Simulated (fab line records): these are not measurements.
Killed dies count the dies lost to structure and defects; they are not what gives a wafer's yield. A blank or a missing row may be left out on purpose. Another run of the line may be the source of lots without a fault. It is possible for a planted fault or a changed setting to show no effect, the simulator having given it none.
Matching of chambers / flow nand_harc / NHARC_A_SGD_CUT_DEP_00 on pecvd-03: 3 sister chambers
The step deposits SiNx, target thk 50 nm. 3 wafers are shown with their chamber, then 7 later ones without.

EACH WAFER AND ITS CHAMBER
wafer=L082.1; chamber=1; heater_power_w (W)=605
wafer=L082.2; chamber=0; heater_power_w (W)=777
wafer=L084.5; chamber=2; heater_power_w (W)=610

WAFERS WITHOUT THEIR CHAMBER
wafer=L084.6; heater_power_w (W)=878
wafer=L085.3; heater_power_w (W)=515
wafer=L085.4; heater_power_w (W)=534
wafer=L085.5; heater_power_w (W)=935
wafer=L090.1; heater_power_w (W)=878
wafer=L090.2; heater_power_w (W)=537
wafer=L090.4; heater_power_w (W)=596

CHAMBER TAKEN BY EACH
wafer=L084.6; from the rows above=can't be placed: 0 or 2 or 1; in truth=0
wafer=L085.3; from the rows above=can't be placed: 1 or 2 or 0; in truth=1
wafer=L085.4; from the rows above=can't be placed: 1 or 2 or 0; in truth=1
wafer=L085.5; from the rows above=can't be placed: 0 or 2 or 1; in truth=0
wafer=L090.1; from the rows above=can't be placed: 0 or 2 or 1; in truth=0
wafer=L090.2; from the rows above=can't be placed: 1 or 2 or 0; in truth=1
wafer=L090.4; from the rows above=can't be placed: 1 or 2 or 0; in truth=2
Placed correctly: 0 of 7. Unplaceable from these rows: 7, with the true chamber sitting among the candidates in 7. Wrongly placed: 0.
How it was worked out, from the rows above alone: a wafer's distance from a chamber is the root of the sum, over the readings, of the square of ((its reading less the chamber's mean) divided by the reading's scatter). The wafer belongs to the nearest chamber; if the next one is less than 2 further off, it can't be placed. For every chamber, the mean is computed from those of its wafers that are shown. The scatter: with one shown wafer a chamber, the root of the mean of the squares of how far each hidden wafer lies from its nearest shown one.
